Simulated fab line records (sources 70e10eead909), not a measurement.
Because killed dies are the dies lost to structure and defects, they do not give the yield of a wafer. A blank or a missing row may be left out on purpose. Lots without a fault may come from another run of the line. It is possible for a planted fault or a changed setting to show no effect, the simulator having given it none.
Chamber matching -- flow nand-harc -- 4 sister chambers for NHARC_P_STI_CMP_21 on cmp-02
The step polishes, t overpolish 20 s, target thk 380.67 nm. 22 wafers are shown with their chamber, then 11 later ones without.

== WAFERS PAIRED WITH THEIR CHAMBERS ==
wafer,chamber,motor-current-A (A),overpolish-run-s (s)
L074.3,0,11.7,20.004
L074.5,3,12.2,19.999
L074.6,2,11.7,19.999
L075.1,0,11.4,20.007
L075.2,1,14.4,20.003
L075.5,1,13.4,20.004
L076.1,0,11.1,20.005
L076.3,3,12.4,19.985
L076.6,3,11.7,19.991
L077.1,3,12.7,20.000
L077.5,2,11.9,19.984
L077.6,3,13.3,19.990
L078.2,0,12.6,19.982
L078.4,3,12.2,19.993
L078.5,1,13.3,20.015
L081.1,2,12.2,20.009
L081.2,3,12.5,20.011
L081.3,0,11.7,19.997
L092.2,0,11.8,19.996
L092.3,1,13.6,20.004
L092.5,3,12.5,20.011
L093.1,0,11.9,19.994

SIGNATURES (averages over the wafers above)
reading,chamber 0,chamber 1,chamber 2,chamber 3,scatter within a chamber
motor-current-A,11.743,13.675,11.933,12.438,0.45
overpolish-run-s,19.99786,20.00650,19.99733,19.99750,0.00914
Rule: a wafer's distance from a chamber is the root of the sum, over the readings, of the square of ((its reading less the chamber's mean) divided by the reading's scatter). The wafer belongs to the nearest chamber; if the next one is less than 2 further off, it can't be placed. The scatter: take each reading less its chamber's mean, square it, sum over the shown wafers, divide by the number of wafers less the number of chambers, and take the root.

== WAFERS WITHOUT THEIR CHAMBER ==
wafer,motor-current-A (A),overpolish-run-s (s)
L093.4,12.2,20.001
L093.5,13.8,20.003
L094.1,12.0,19.982
L094.3,12.5,19.999
L094.5,13.3,19.995
L095.2,11.1,20.008
L095.4,11.8,20.010
L095.5,12.0,20.006
L097.2,13.2,19.996
L097.3,12.0,20.012
L097.6,13.7,19.983

== WHICH CHAMBER EACH ONE RAN IN ==
wafer,from the rows above,in truth
L093.4,can't be placed: 3 or 2 or 0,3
L093.5,1,1
L094.1,can't be placed: 2 or 0 or 3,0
L094.3,can't be placed: 3 or 2 or 0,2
L094.5,can't be placed: 1 or 3 or 2 or 0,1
L095.2,can't be placed: 0 or 2 or 3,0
L095.4,can't be placed: 0 or 2 or 3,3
L095.5,can't be placed: 2 or 0 or 3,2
L097.2,can't be placed: 1 or 3 or 2 or 0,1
L097.3,can't be placed: 2 or 0 or 3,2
L097.6,can't be placed: 1 or 3 or 2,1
Placed correctly: 1 of 11. Not placeable from these rows: 10 (in 10, the candidates include the true chamber). Wrongly placed: 0.
